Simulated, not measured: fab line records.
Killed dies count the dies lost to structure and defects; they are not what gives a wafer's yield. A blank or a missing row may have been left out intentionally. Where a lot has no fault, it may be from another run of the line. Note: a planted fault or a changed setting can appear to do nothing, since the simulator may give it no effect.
fab line records -- flow nand-harc
record: lots: 6, wafers: 17, last-day: 23
route steps=1159 shown A_CONTACT@947
lots that met no fault: from a run of the same line without faults
start-h: hours from the record's first day to the start of the lot's first wafer shown -- wait-h: hours from the lot's prior step to this one -- " identical to the entry in the row above -- L1.1+2: a row that stands for several wafers -- - no value, or no start was given -- * or withheld: withheld -- < > ~ a bound
route shown NAME@n: NAME is a module with steps in the file, n the number in the route of the first one -- usual: mean/standard deviation taken from wafers without a fault -- same: alike in all rows -- chamber/n: place in a boat -- sites: each site's reading -- _std_site: the values' standard deviation -- _edge_site: the outer-site mean with the inner-site mean subtracted -- radius-mm: for every site, how far away it sits from the centre of the wafer -- mask NAME#n: copy n -- behind: the most recent tool/chamber to have shaped the wafer -- hold: what put the lot on hold/how long, in hours/how the hold closed -- device: which transistor (n, p or np) failed to switch -- end of line: the route-end tests of the same wafers -- a step given without rows: its recipe and nothing more -- killed: at the first sort, the dies lost to defects and structure; wafer yield is something else -- map: a wafer's dies, x killed, . not, _ none there
set.NAME: setting as actually run; set.NAME@STEP: the setting as run at that earlier step -- model.NAME: the simulator's own value behind a step, which no gauge read
a table for each step, a row for each wafer; lots at some steps of the route
services: the hour from which a tool's chamber was out of use, counted from the record's first day as start-h (under 0 if before that day), plus the number of hours and why
== steps ==
step: NHARC_A_CONTACT_ETCH_138
recipe: source-w: withheld, pressure-mtorr: 20, bias-v: 3000, time-s: 132, target-depth-a: 12890, ar-flow-sccm: withheld, c4f8-flow-sccm: withheld, o2-flow-sccm: withheld, chemistry: C4F8/O2/Ar
lot.wafer,tool,chamber,start-h,wait-h,rf-hours-counter-h
L775.2,har-cap-etch-03,1,386.87,0.1,95
L775.3,har-cap-etch-03,1,386.87,0.1,-
L775.6,har-cap-etch-03,0,386.87,0.1,-
L781.1,har-cap-etch-03,0,422.08,0.1,99
L781.5,har-cap-etch-03,1,422.08,0.1,-
L781.6,har-cap-etch-03,0,422.08,0.1,-
L783.1,har-cap-etch-02,0,430.24,0.1,25
L783.3,har-cap-etch-02,1,430.24,0.1,-
L783.4,har-cap-etch-02,0,430.24,0.1,-
L785.3,har-cap-etch-02,0,440.60,0.1,-
L785.5,har-cap-etch-02,0,440.60,0.1,-
L785.6,har-cap-etch-02,1,440.60,0.1,-
L791.2,har-cap-etch-03,0,475.57,0.1,109
L791.5,har-cap-etch-03,1,475.57,0.1,-
L797.2,har-cap-etch-03,1,508.16,0.1,116
L797.1,har-cap-etch-03,0,508.16,0.1,116
L797.5,har-cap-etch-03,0,508.16,0.1,-
step: NHARC_A_CONTACT_ETCH_139
recipe: source-w: withheld, pressure-mtorr: 20, bias-v: 400, time-s: 137, target-depth-a: 5900, ar-flow-sccm: withheld, c4f8-flow-sccm: 11.5, o2-flow-sccm: 7.2, chemistry: C4F8/O2/Ar
lot.wafer,tool,chamber,start-h,wait-h,rf-hours-counter-h
L775.2,har-cap-etch-03,1,387.05,0.2,95
L775.3,har-cap-etch-03,1,387.05,0.2,-
L775.6,har-cap-etch-03,0,387.05,0.2,-
L781.1,har-cap-etch-03,0,422.21,0.1,99
L781.5,har-cap-etch-03,1,422.21,0.1,-
L781.6,har-cap-etch-03,0,422.21,0.1,-
L783.1,har-cap-etch-02,0,430.38,0.1,25
L783.3,har-cap-etch-02,1,430.38,0.1,-
L783.4,har-cap-etch-02,0,430.38,0.1,-
L785.3,har-cap-etch-02,0,440.76,0.1,-
L785.5,har-cap-etch-02,0,440.76,0.1,-
L785.6,har-cap-etch-02,1,440.76,0.1,-
L791.2,har-cap-etch-03,0,475.69,0.1,109
L791.5,har-cap-etch-03,1,475.69,0.1,-
L797.2,har-cap-etch-03,1,508.28,0.1,116
L797.1,har-cap-etch-03,0,508.28,0.1,116
L797.5,har-cap-etch-03,0,508.28,0.1,-
step: NHARC_A_CONTACT_ETCH_92
recipe: target-depth-a: 400, over-etch-frac: 0.5, time-s: 85.7, ion-energy-ev: 120, ch3f-flow-sccm: 50, o2-flow-sccm: 30, ar-flow-sccm: 200, rf-w: 500, bias-w: 100, chemistry: CH3F/O2
usual: drypump-motor-current-A: 5.69/0.23, oes-product-au: 0.934/0.029, rf-fwd-power-W: 496.4/2, rf-vpp-V: 244.2/1.5, showerhead-plenum-p-Torr: 2.45/0.097, throttle-valve-pct: 20.662/0.0088
lot.wafer,tool,chamber,start-h,wait-h,drypump-motor-current-A,oes-product-au,rf-fwd-power-W,rf-hours-counter-h,rf-vpp-V,showerhead-plenum-p-Torr,throttle-valve-pct
L775.3,rie-diel-01,1,387.50,0.3,5.85,0.924,491.4,24,242.2,2.30,20.650
L775.2,rie-diel-01,2,387.50,0.3,5.81,0.921,500.7,23,247.4,2.57,20.659
L775.6,rie-diel-01,0,387.50,0.3,5.35,0.911,496.6,-,243.3,2.49,20.668
L781.1,rie-diel-01,0,422.59,0.3,5.34,0.909,496.6,39,243.6,2.48,20.656
L781.5,rie-diel-01,3,422.59,0.3,6.09,0.911,498.9,-,245.7,2.48,20.661
L781.6,rie-diel-01,0,422.59,0.3,5.35,0.903,496.2,-,244.2,2.48,20.671
L783.3,rie-diel-08,0,430.75,0.3,5.60,0.947,495.5,26,244.4,2.40,20.664
L783.1,rie-diel-08,1,430.75,0.3,5.93,0.942,491.5,26,244.2,2.55,20.667
L783.4,rie-diel-08,1,430.75,0.3,5.94,0.943,493.4,-,245.7,2.55,20.670
L785.3,rie-diel-11,2,441.14,0.3,5.60,0.912,498.1,21,242.3,2.36,20.667
L785.6,rie-diel-11,3,441.14,0.3,5.81,0.906,498.8,-,245.3,2.53,20.663
L785.5,rie-diel-11,0,441.14,0.3,5.41,0.922,495.7,-,246.8,2.57,20.652
L791.2,rie-diel-08,0,476.12,0.4,5.58,0.928,495.6,38,243.8,2.40,20.651
L791.5,rie-diel-08,3,476.12,0.4,5.97,0.914,498.3,-,242.9,2.39,20.655
L797.1,rie-diel-01,3,508.69,0.3,6.06,1.013,498.5,3,242.7,2.47,20.663
L797.2,rie-diel-01,2,508.69,0.3,5.79,1.013,498.5,2,244.4,2.56,20.656
L797.5,rie-diel-01,0,508.69,0.3,5.36,0.986,495.5,-,245.2,2.47,20.667
step: NHARC_A_CONTACT_ETCH_98
recipe: target-depth-a: 200, over-etch-frac: 0.5, time-s: 10, ion-energy-ev: 250, c4f6-flow-sccm: 25, o2-flow-sccm: 20, ar-flow-sccm: 500, rf-w: 600, bias-w: 500, chemistry: C4F6/O2
usual: drypump-motor-current-A: 5.70/0.24, oes-product-au: 0.959/0.024, rf-fwd-power-W: 586.5/2.7, rf-vpp-V: 546/3.1, showerhead-plenum-p-Torr: 3.88/0.14, throttle-valve-pct: 26.904/0.0094
lot.wafer,tool,chamber,start-h,wait-h,drypump-motor-current-A,oes-product-au,rf-fwd-power-W,rf-hours-counter-h,rf-vpp-V,showerhead-plenum-p-Torr,throttle-valve-pct
L775.2,rie-diel-01,0,-,-,5.39,0.939,583.1,27,547,3.96,26.909
L775.3,rie-diel-01,3,-,-,6.12,0.926,589.8,27,547,3.96,26.880
L775.6,rie-diel-01,0,-,-,5.39,0.945,581.8,-,547,3.96,26.911
L781.1,rie-diel-01,2,-,-,5.83,0.943,585.2,35,549,4.09,26.893
L781.6,rie-diel-01,3,-,-,6.18,0.947,591.1,-,547,3.96,26.911
L781.5,rie-diel-01,0,-,-,5.40,0.941,587.8,-,547,3.96,26.896
L783.3,rie-diel-08,1,430.92,0.1,5.94,0.949,584.3,26,549,4.06,26.905
L783.1,rie-diel-08,2,430.92,0.1,5.32,0.961,581.2,25,542,3.68,26.905
L783.4,rie-diel-08,1,430.92,0.1,5.93,0.964,585.7,-,549,4.06,26.897
L785.3,rie-diel-11,2,-,-,5.63,0.945,591.1,21,543,3.77,26.895
L785.6,rie-diel-11,1,-,-,5.80,0.912,587.7,-,544,3.81,26.898
L785.5,rie-diel-11,2,-,-,5.62,0.939,588.3,-,546,3.77,26.911
L791.2,rie-diel-08,1,-,-,5.96,0.947,583.4,35,549,4.05,26.898
L791.5,rie-diel-08,3,-,-,5.99,0.966,583.3,-,544,3.82,26.896
L797.1,rie-diel-01,0,-,-,5.38,0.994,584.9,3,547,3.94,26.913
L797.2,rie-diel-01,3,-,-,6.15,1.026,588.8,3,548,3.94,26.914
L797.5,rie-diel-01,0,-,-,5.33,0.986,585.9,-,547,3.94,26.902
step: NHARC_A_CONTACT_CD_MEAS_15
usual: cd-nm: 90.0/0.82
lot.wafer,tool,chamber,start-h,wait-h,cd-nm
L775.2,cd-sem-01,-,387.70,-,90.2
L775.3,cd-sem-01,-,387.70,-,90.5
L775.6,cd-sem-01,-,387.70,-,90.0
L781.1,cd-sem-02,-,422.83,-,88.7
L781.5,cd-sem-02,-,422.83,-,89.0
L781.6,cd-sem-02,-,422.83,-,89.8
L783.1,cd-sem-01,-,431.00,-,90.1
L783.3,cd-sem-01,-,431.00,-,89.4
L783.4,cd-sem-01,-,431.00,-,90.4
L785.3,cd-sem-01,-,441.32,-,90.0
L785.5,cd-sem-01,-,441.32,-,91.4
L785.6,cd-sem-01,-,441.32,-,90.8
L791.2,cd-sem-01,-,476.32,-,88.9
L791.5,cd-sem-01,-,476.32,-,89.5
L797.1,cd-sem-02,-,508.92,-,89.9
L797.2,cd-sem-02,-,508.92,-,91.3
L797.5,cd-sem-02,-,508.92,-,90.2
step: NHARC_A_CONTACT_STRIP_107
recipe: n2-flow-sccm: 150, h2-flow-sccm: 150, ar-flow-sccm: 0, bias-w: 0, chemistry: N2/H2
step: NHARC_A_CONTACT_STRIP_108
recipe: cf4-flow-sccm: 100, chf3-flow-sccm: 30, ar-flow-sccm: 0, bias-w: 0, chemistry: CF4/CHF3
step: NHARC_A_CONTACT_STRIP_109
recipe: o2-flow-sccm: 400, cos-flow-sccm: 20, ar-flow-sccm: 0, bias-w: 0, chemistry: O2/COS
step: NHARC_A_CONTACT_ETCH_110
recipe: target-depth-a: 500, overetch-a: 50, time-s: 27.5, ion-energy-ev: 100, cf4-flow-sccm: 80, o2-flow-sccm: 20, ar-flow-sccm: 0, rf-w: 300, bias-w: 100, chemistry: CF4/O2
step: NHARC_A_CONTACT_STRIP_26
recipe: o2-flow-sccm: 500, ar-flow-sccm: 0, bias-w: 0, chemistry: O2
step: NHARC_A_CONTACT_STRIP_27
recipe: time-s: 600, temp-c: 30, chemistry: post-etch-residue-remover
step: NHARC_A_CONTACT_ALD_18
recipe: target-thk-a: 30, pulse-time-s: 1, ald-cycles: 150, temp-c: 450, material: TiN
usual: heater-power-w: 1089/120, precursor-pulse-height-rel: 0.999/0.021
lot.wafer,tool,chamber,start-h,wait-h,heater-power-w,precursor-pulse-height-rel
L775.3,ald-metal-01,2,388.73,-,983,1.002
L775.2,ald-metal-01,0,388.73,-,941,0.982
L775.6,ald-metal-01,2,388.73,-,1029,1.013
L781.1,ald-metal-01,2,423.86,-,1010,0.987
L781.5,ald-metal-01,2,423.86,-,971,1.029
L781.6,ald-metal-01,3,423.86,-,994,0.999
L783.1,ald-metal-04,1,432.03,-,1288,1.006
L783.4,ald-metal-04,3,432.03,-,1127,0.989
L783.3,ald-metal-04,0,432.03,-,1273,1.006
L785.3,ald-metal-01,1,442.47,-,1027,1.030
L785.6,ald-metal-01,2,442.47,-,964,0.977
L785.5,ald-metal-01,0,442.47,-,941,0.977
L791.2,ald-metal-02,0,477.30,-,958,1.006
L791.5,ald-metal-02,2,477.30,-,1033,0.969
L797.2,ald-metal-04,2,509.90,-,1088,0.987
L797.1,ald-metal-04,3,509.90,-,1127,0.997
L797.5,ald-metal-04,0,509.90,-,1273,0.980
step: NHARC_A_CONTACT_CVD_19
recipe: target-thk-a: 3000, temp-c: 300, pressure-torr: 40, wf6-flow-sccm: 40, h2-flow-sccm: 1600, ar-flow-sccm: 1560, time-s: 802, material: W
usual: heater-power-w: 496/23, mfc-h2-sccm: 1600/4.4, throttle-valve-pct: 7.9/0.46
lot.wafer,tool,chamber,start-h,wait-h,heater-power-w,mfc-h2-sccm,throttle-valve-pct
L775.2,cvd-w-01,1,396.10,-,461,1606,8.3
L775.3,cvd-w-01,0,396.10,-,477,1604,8.4
L775.6,cvd-w-01,1,396.10,-,450,1609,8.6
L781.1,cvd-w-01,1,424.06,-,458,1604,8.8
L781.6,cvd-w-01,1,424.06,-,461,1598,8.6
L781.5,cvd-w-01,0,424.06,-,489,1603,8.4
L783.1,cvd-w-01,1,435.99,-,468,1593,8.4
L783.4,cvd-w-01,1,435.99,-,465,1596,8.5
L783.3,cvd-w-01,0,435.99,-,498,1602,8.3
L785.3,cvd-w-02,1,443.03,-,526,1593,7.3
L785.5,cvd-w-02,0,443.03,-,501,1598,7.8
L785.6,cvd-w-02,1,443.03,-,520,1596,7.5
L791.2,cvd-w-01,1,478.51,-,454,1601,8.7
L791.5,cvd-w-01,1,478.51,-,462,1593,8.5
L797.1,cvd-w-01,1,510.06,-,491,1606,8.3
L797.2,cvd-w-01,0,510.06,-,450,1604,8.2
L797.5,cvd-w-01,1,510.06,-,495,1597,8.6
step: NHARC_A_CONTACT_CMP_20
recipe: t-overpolish-s: 30, target-thk-nm: 300
usual: motor-current-A: 11.4/1.3, overpolish-run-s: 30.001/0.0085, time-to-endpoint-s: 59/3.6
same: t-overpolish-s: 30
lot.wafer,tool,chamber,start-h,wait-h,motor-current-A,overpolish-run-s,time-to-endpoint-s
L775.2,cmp-01,1,396.91,0.7,13.5,29.997,62
L775.3,cmp-01,2,396.91,0.7,13.1,30.009,72
L775.6,cmp-01,1,396.91,0.7,13.2,30.006,63
L781.1,cmp-04,2,425.03,0.8,11.7,29.991,59
L781.6,cmp-04,3,425.03,0.8,10.4,30.000,56
L781.5,cmp-04,0,425.03,0.8,11.8,29.991,57
L783.4,cmp-01,2,436.91,0.5,13.2,30.000,61
L783.3,cmp-01,3,436.91,0.5,9.7,30.011,59
L783.1,cmp-01,0,436.91,0.5,9.8,30.016,58
L785.3,cmp-01,1,443.59,0.4,13.4,29.998,60
L785.6,cmp-01,3,443.59,0.4,9.7,29.992,62
L785.5,cmp-01,0,443.59,0.4,10.3,30.003,57
L791.2,cmp-04,1,479.31,0.7,10.2,30.012,85
L791.5,cmp-04,0,479.31,0.7,11.5,30.010,87
L797.2,cmp-04,0,510.97,0.7,11.8,30.002,95
L797.1,cmp-04,2,510.97,0.7,11.3,29.998,64
L797.5,cmp-04,0,510.97,0.7,11.3,29.994,96
== services ==
tool,chamber,start-h,hours,kind
ald-metal-02,-,364.00,10.0,pm
rie-diel-11,-,366.50,9.0,pm
rie-diel-01,0,373.30,-,clean
cvd-w-02,-,375.32,0.5,repair
cmp-01,-,375.63,4.0,pm
cvd-w-02,-,378.78,13.0,pm
cmp-04,-,399.07,4.0,pm
ald-metal-04,-,406.00,10.0,pm
cmp-01,-,418.50,0.6,repair
ald-metal-02,-,419.00,1.0,repair
rie-diel-01,2,423.97,50.2,repair
ald-metal-02,0,437.03,14.0,repair
rie-diel-08,1,437.38,8.4,repair
ald-metal-01,3,439.75,14.2,repair
har-cap-etch-03,-,446.99,7.1,repair
ald-metal-01,-,458.00,10.0,pm
rie-diel-08,2,461.42,1.3,repair
rie-diel-01,3,466.91,9.3,repair
cmp-01,-,473.63,4.0,pm
rie-diel-08,-,478.80,9.0,pm
cvd-w-01,-,484.07,13.0,pm
rie-diel-01,-,491.88,9.0,pm
cmp-04,-,497.07,4.0,pm
rie-diel-01,3,510.88,1.7,repair
== key ==
first-sign: step: NHARC_A_CONTACT_CMP_20, reading: time-to-endpoint-s, direction: up, sigmas: 8.8, usual: *, struck: *
effect none on later readings
met-at NHARC_A_CONTACT_CVD_19
struck-wafers L791.2,L791.5,L797.2,L797.5
tester-left-out L791,L797
onset-between 435.99 478.51
fault: kind: process-parameter-drift, tool: cvd-w-01, chamber: -, onset-h: 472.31, steps: NHARC_A_CONTACT_CVD_19, channel: target-thk-a, offset: *, shape: step, end-h: 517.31, scope: struck-wafers-only, acts-in: *, stated: *
tester-left-out: of these lots the tester's yield and bins aren't shown, on N5 and GAA mostly nor the transistor test; their killed dies are dies lost to structure and defects alone, not to doping, threshold or leakage, so they don't give the yield
